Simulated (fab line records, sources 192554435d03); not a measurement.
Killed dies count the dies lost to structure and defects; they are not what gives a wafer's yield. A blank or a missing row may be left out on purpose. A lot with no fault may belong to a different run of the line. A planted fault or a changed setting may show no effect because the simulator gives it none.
Matching of chambers + flow n5_finfet + N5_SD_EPI_N_DESCUM_14 on rie_diel-05: 4 sister chambers
The step chemistry O2, time 7.9 s. 16 wafers are shown with their chamber, then 8 later ones without.

WAFERS WITH THEIR CHAMBER
| wafer  | chamber | showerhead_plenum_p_Torr (Torr) | throttle_valve_pct (%) | oes_product_au (a.u.) |
|--------|---------|---------------------------------|------------------------|-----------------------|
| L074.3 | 2       | 2.10                            | 20.21                  | 0.75                  |
| L074.4 | 2       | 2.10                            | 20.22                  | 0.75                  |
| L074.5 | 3       | 2.18                            | 20.24                  | 0.79                  |
| L075.2 | 2       | 2.10                            | 20.22                  | 0.75                  |
| L075.4 | 3       | 2.18                            | 20.22                  | 0.78                  |
| L075.6 | 2       | 2.10                            | 20.22                  | 0.75                  |
| L078.1 | 3       | 2.18                            | 20.26                  | 0.77                  |
| L078.3 | 1       | 2.06                            | 20.08                  | 0.94                  |
| L078.4 | 0       | 2.11                            | 20.41                  | 0.78                  |
| L083.1 | 1       | 2.05                            | 20.13                  | 0.91                  |
| L083.5 | 0       | 2.11                            | 20.41                  | 0.77                  |
| L083.6 | 1       | 2.05                            | 20.12                  | 0.91                  |
| L088.3 | 2       | 2.09                            | 20.24                  | 0.73                  |
| L088.5 | 2       | 2.09                            | 20.26                  | 0.73                  |
| L088.6 | 3       | 2.17                            | 20.29                  | 0.75                  |
| L090.2 | 2       | 2.09                            | 20.26                  | 0.73                  |

SIGNATURES (means of the wafers above)
| reading                  | chamber 0 | chamber 1 | chamber 2 | chamber 3 | scatter within a chamber |
|--------------------------|-----------|-----------|-----------|-----------|--------------------------|
| showerhead_plenum_p_Torr | 2.1100    | 2.0533    | 2.0957    | 2.1775    | 0.00511                  |
| throttle_valve_pct       | 20.4100   | 20.1100   | 20.2329   | 20.2525   | 0.0235                   |
| oes_product_au           | 0.7750    | 0.9200    | 0.7414    | 0.7725    | 0.0136                   |
Rule: for each reading, subtract the chamber's mean from the wafer's reading, divide by that reading's scatter and square the result; add these up over the readings and take the root, which gives the wafer's distance from the chamber. If the next closest chamber is less than 2 further off than the closest, the wafer can't be placed; otherwise it belongs to the closest. How the scatter is found: for the shown wafers, subtract from each reading the mean of its chamber, square and add these, divide the total by (wafers less chambers), then take the root.

WAFERS WITHOUT THEIR CHAMBER
| wafer  | showerhead_plenum_p_Torr (Torr) | throttle_valve_pct (%) | oes_product_au (a.u.) |
|--------|---------------------------------|------------------------|-----------------------|
| L090.4 | 2.17                            | 20.30                  | 0.75                  |
| L090.5 | 2.09                            | 20.25                  | 0.72                  |
| L092.2 | 2.08                            | 20.26                  | 0.73                  |
| L092.3 | 2.10                            | 20.43                  | 0.75                  |
| L092.4 | 2.05                            | 20.14                  | 0.88                  |
| L093.3 | 2.05                            | 20.14                  | 0.87                  |
| L093.5 | 2.05                            | 20.14                  | 0.87                  |
| L093.6 | 2.08                            | 20.27                  | 0.73                  |

WHICH CHAMBER EACH WENT THROUGH
| wafer  | from the rows above | in truth |
|--------|---------------------|----------|
| L090.4 | 3                   | 3        |
| L090.5 | 2                   | 2        |
| L092.2 | 2                   | 2        |
| L092.3 | 0                   | 0        |
| L092.4 | 1                   | 1        |
| L093.3 | 1                   | 1        |
| L093.5 | 1                   | 1        |
| L093.6 | 2                   | 2        |
Correctly placed: 8 of 8. From these rows, 0 cannot be placed. Wrongly placed: 0.
